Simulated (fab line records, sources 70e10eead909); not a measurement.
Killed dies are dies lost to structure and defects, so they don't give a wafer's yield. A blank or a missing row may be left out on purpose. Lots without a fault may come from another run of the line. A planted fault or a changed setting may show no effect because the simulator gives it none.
Which tool did it? | flow nand_harc | 12 lots, 36 wafers sampled, at 1 step of a route of 1302

WHAT THE GAUGES READ, wafer by wafer
NHARC_P_ZERO_WELL_CD_MEAS_11: target cd 500 nm.
lot  | measured     | on        | cd_nm (nm)
L075 | day 2 07:07  | cd_sem-03 | 501.9 498.2 502.0
L077 | day 3 03:15  | cd_sem-03 | 497.3 501.7 503.1
L079 | day 3 23:24  | cd_sem-03 | 496.9 499.9 497.4
L081 | day 4 19:16  | cd_sem-03 | 497.5 500.3 499.0
L083 | day 5 15:14  | cd_sem-02 | 497.4 498.7 497.2
L085 | day 6 11:14  | cd_sem-03 | 499.7 501.5 502.6
L087 | day 7 07:07  | cd_sem-02 | 497.7 500.8 496.6
L089 | day 8 03:08  | cd_sem-01 | 497.6 496.2 497.6
L091 | day 8 23:14  | cd_sem-02 | 501.9 503.6 499.8
L093 | day 9 19:15  | cd_sem-03 | 500.6 497.8 498.0
L095 | day 10 15:14 | cd_sem-01 | 501.8 500.4 497.5
L097 | day 11 11:07 | cd_sem-01 | 502.3 499.1 502.3

WHICH TOOL RAN EACH LOT (tool, then ch and the chambers of the sampled wafers, then the start)
The record holds no process step before these readings.

THE ANSWER, worked out from the rows above alone
Rule: what is usual is taken from the lots themselves. Put in order of their means at a reading, lots are off if they are a third of the lots or fewer, leave a main group of 4 or more, and stand apart from it by a gap of 3 or more times the standard deviation of the main group's means; of several such gaps the widest counts. A main group whose means are all the same, to the digits that the tables above print for the reading, isn't used. A lot without any number at a reading at which 4 lots or more have one is off too. The other lots that the step has rows for count as sound.
No lot is off at any reading shown: from this, nothing can be told.

WHAT THE SIMULATOR HAD PUT IN
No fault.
